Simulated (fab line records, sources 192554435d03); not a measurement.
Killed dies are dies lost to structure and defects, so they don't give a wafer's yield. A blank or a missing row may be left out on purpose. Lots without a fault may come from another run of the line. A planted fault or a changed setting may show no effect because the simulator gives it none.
Chamber matching | flow n5_finfet | N5_PASSIVATION_PASS_ETCH_74 on rie_diel-02: 4 sister chambers
The step etches SiNx in CF4/O2, target depth 220 nm, time 110 s. 4 wafers are shown with their chamber, then 9 later ones without.

WAFERS WITH THEIR CHAMBER
wafer  | chamber | throttle_valve_pct (%)
L085.5 | 0       | 15.51
L088.2 | 1       | 15.91
L088.4 | 2       | 16.26
L088.6 | 3       | 16.17

WAFERS WITHOUT THEIR CHAMBER
wafer  | throttle_valve_pct (%)
L091.1 | 15.91
L091.2 | 15.52
L091.3 | 16.16
L091.4 | 16.26
L091.5 | 16.17
L091.6 | 16.25
L097.1 | 16.30
L097.2 | 16.20
L097.6 | 16.20

WHICH CHAMBER EACH WENT THROUGH
wafer  | from the rows above     | in truth
L091.1 | 1                       | 1
L091.2 | 0                       | 0
L091.3 | 3                       | 3
L091.4 | 2                       | 2
L091.5 | 3                       | 3
L091.6 | 2                       | 2
L097.1 | 2                       | 2
L097.2 | can't be placed: 3 or 2 | 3
L097.6 | can't be placed: 3 or 2 | 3
Placed correctly: 7 of 9. Can't be placed from these rows: 2 (the true chamber is among the candidates in 2). Placed wrongly: 0.
How it was worked out, from the rows above alone: a wafer's distance from a chamber is the root of the sum, over the readings, of the square of ((its reading less the chamber's mean) divided by the reading's scatter). The wafer belongs to the nearest chamber; if the next one is less than 2 further off, it can't be placed. A chamber's mean is the mean of its shown wafers. The scatter: with one shown wafer a chamber, the root of the mean of the squares of how far each hidden wafer lies from its nearest shown one.
